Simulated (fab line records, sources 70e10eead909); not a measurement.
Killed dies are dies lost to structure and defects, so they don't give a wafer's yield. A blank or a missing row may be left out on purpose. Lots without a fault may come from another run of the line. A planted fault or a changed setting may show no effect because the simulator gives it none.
Chamber matching | flow nand_harc | NHARC_A_CONTACT_ETCH_106 on rie_diel-02: 4 sister chambers
The step etches the open film in CF4/O2, target depth 90 nm, overetch 9 nm, time 49.5 s. 16 wafers are shown with their chamber, then 8 later ones without.

WAFERS WITH THEIR CHAMBER
wafer  | chamber | drypump_motor_current_A (A) | showerhead_plenum_p_Torr (Torr) | oes_product_au (a.u.)
L080.3 | 2       | 4.9                         | 1.32                            | 1.008
L080.4 | 0       | 5.2                         | 1.34                            | 1.010
L080.5 | 2       | 4.9                         | 1.32                            | 0.988
L082.1 | 3       | 5.2                         | 1.29                            | 1.011
L082.4 | 1       | 6.2                         | 1.42                            | 0.983
L082.5 | 2       | 5.0                         | 1.32                            | 1.009
L086.1 | 1       | 6.2                         | 1.42                            | 0.994
L086.2 | 3       | 5.2                         | 1.28                            | 1.001
L086.5 | 3       | 5.2                         | 1.28                            | 1.006
L087.1 | 1       | 6.2                         | 1.42                            | 0.982
L087.4 | 2       | 5.0                         | 1.31                            | 1.000
L087.6 | 1       | 6.2                         | 1.42                            | 0.984
L089.3 | 3       | 5.2                         | 1.28                            | 1.012
L089.4 | 1       | 6.2                         | 1.41                            | 0.979
L089.6 | 1       | 6.2                         | 1.41                            | 0.984
L091.1 | 0       | 5.2                         | 1.33                            | 1.006

SIGNATURES (means of the wafers above)
reading                  | chamber 0 | chamber 1 | chamber 2 | chamber 3 | scatter within a chamber
drypump_motor_current_A  | 5.200     | 6.200     | 4.950     | 5.200     | 0.0289
showerhead_plenum_p_Torr | 1.3350    | 1.4167    | 1.3175    | 1.2825    | 0.00527
oes_product_au           | 1.00800   | 0.98433   | 1.00125   | 1.00750   | 0.00644
Rule: a wafer's distance from a chamber is the root of the sum, over the readings, of the square of ((its reading less the chamber's mean) divided by the reading's scatter). The wafer belongs to the nearest chamber; if the next one is less than 2 further off, it can't be placed. The scatter: the root of (the sum of the squares of (reading less its chamber's mean) over the shown wafers, divided by (wafers less chambers)).

WAFERS WITHOUT THEIR CHAMBER
wafer  | drypump_motor_current_A (A) | showerhead_plenum_p_Torr (Torr) | oes_product_au (a.u.)
L091.2 | 5.2                         | 1.28                            | 1.003
L091.3 | 5.0                         | 1.31                            | 0.993
L096.2 | 5.2                         | 1.32                            | 1.007
L096.4 | 6.2                         | 1.41                            | 0.987
L096.5 | 4.9                         | 1.31                            | 0.995
L095.1 | 6.2                         | 1.41                            | 0.986
L095.3 | 4.9                         | 1.31                            | 1.005
L095.6 | 6.2                         | 1.41                            | 0.984

WHICH CHAMBER EACH WENT THROUGH
wafer  | from the rows above | in truth
L091.2 | 3                   | 3
L091.3 | 2                   | 2
L096.2 | 0                   | 0
L096.4 | 1                   | 1
L096.5 | 2                   | 2
L095.1 | 1                   | 1
L095.3 | 2                   | 2
L095.6 | 1                   | 1
Placed correctly: 8 of 8. Can't be placed from these rows: 0. Placed wrongly: 0.
